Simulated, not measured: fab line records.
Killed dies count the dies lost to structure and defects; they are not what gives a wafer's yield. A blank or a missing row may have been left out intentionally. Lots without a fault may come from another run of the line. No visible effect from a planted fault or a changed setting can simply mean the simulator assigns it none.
8D (eight disciplines) problem report, filled in by code || flow n5_finfet || the parts of the form that need people (team, actions taken, sign-off) are left out

## 1. THE ISSUE
Mean of killed_at_M4_up at N5_PASSIVATION_PROBE_49: 322 across 6 wafers in 2 lots; on wafers with no fault it is 13 (standard deviation 5.2). That puts it +59 standard deviations away from the usual mean.
Earliest sighting: wafer L855.1 on prober-02 at day 16 07:07. Wafers with a number at this step in the record: 6, from 2 lots. Rule for "out", or "out of limits": more than 4 standard deviations from the usual mean. The other wafers with a number count as sound.

## 2. WHAT IT IS AND WHAT IT IS NOT
{"question": "which readings at this step", "is": "killed_at_M4_up, defect_limited_yield, killed_dies, killed_on_rim, sort_bin_5_function, sort_bin_6_memory, sort_n_pass, sort_yield_pct", "is not": "killed_at_M0_to_M3, killed_at_contacts, killed_at_front_end, killed_open, killed_short, sort_bin_4_leakage"}
{"question": "which lots", "is": "L855, L856", "is not": "-"}
{"question": "which wafers of those lots", "is": "all that have a number", "is not": "-"}
{"question": "read on which tools", "is": "prober-01, prober-02", "is not": "-"}
{"question": "when", "is": "from day 16 07:07", "is not": "up to then (0 sound wafers)"}

## 3. WHAT RULES OUT EACH SUSPECT
Counting: a tool at any process step up to the reading remains a suspect when it ran all the lots that are out and ran no sound lot after the first of those.
- ecd_cu-02 at N5_BEOL_M13_ECD_47 (material Cu, target thk 936 nm): kept. It ran every lot that is out, first L855 (day 15 03:22), and no sound lot after that.
Remaining after the count: ecd_cu-02 at N5_BEOL_M13_ECD_47.

## 4. THE CAUSE (what the simulator had put in)
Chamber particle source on ecd_cu-02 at N5_BEOL_M13_ECD_47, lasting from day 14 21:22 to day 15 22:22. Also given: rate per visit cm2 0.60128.
The count eliminated every tool but this one.

## 5. THE EFFECT CHAIN, in route order
Rows list readings where the struck wafers' mean (over those with a number) sits beyond 3 standard deviations from the usual. Scope: only readings with a usual standard deviation given in the record; hours: median across lots of the time from each lot's start at the first step in this table that gives one to its start at this step; sigmas: change in usual standard deviations.
{"hours": 0, "step": "N5_PASSIVATION_PROBE_49", "reading": "defect_limited_yield", "usual": "91.3 %", "on struck wafers": 65.7, "change": -25.6, "sigmas": -18}
{"hours": 0, "step": "N5_PASSIVATION_PROBE_49", "reading": "killed_at_M4_up", "usual": 13, "on struck wafers": 322, "change": "+309", "sigmas": "+59"}
{"hours": 0, "step": "N5_PASSIVATION_PROBE_49", "reading": "killed_dies", "usual": 103, "on struck wafers": 405, "change": "+302", "sigmas": "+18"}
{"hours": 0, "step": "N5_PASSIVATION_PROBE_49", "reading": "killed_on_rim", "usual": 13, "on struck wafers": 49, "change": "+36", "sigmas": "+10"}
{"hours": 0, "step": "N5_PASSIVATION_PROBE_49", "reading": "sort_bin_5_function", "usual": "5.2 %", "on struck wafers": 20.8, "change": "+15.6", "sigmas": "+17"}
{"hours": 0, "step": "N5_PASSIVATION_PROBE_49", "reading": "sort_bin_6_memory", "usual": "3.2 %", "on struck wafers": 11.4, "change": "+8.2", "sigmas": "+12"}
{"hours": 0, "step": "N5_PASSIVATION_PROBE_49", "reading": "sort_n_pass", "usual": 1077, "on struck wafers": 775, "change": -302, "sigmas": -18}
{"hours": 0, "step": "N5_PASSIVATION_PROBE_49", "reading": "sort_yield_pct", "usual": "91.3 %", "on struck wafers": 65.7, "change": -25.6, "sigmas": -18}
The process steps in it:
- N5_PASSIVATION_PROBE_49

## 6. WHAT WOULD HAVE CAUGHT IT SOONER
In this record no reading fell out of limits until day 16 07:07, 34 hours after the fault had begun at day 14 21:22.
By day 16 07:07 the whole set of lots that are out, 2 in number, had already begun N5_BEOL_M13_ECD_47 on ecd_cu-02. None of them would have been spared by holding the tool at that moment.
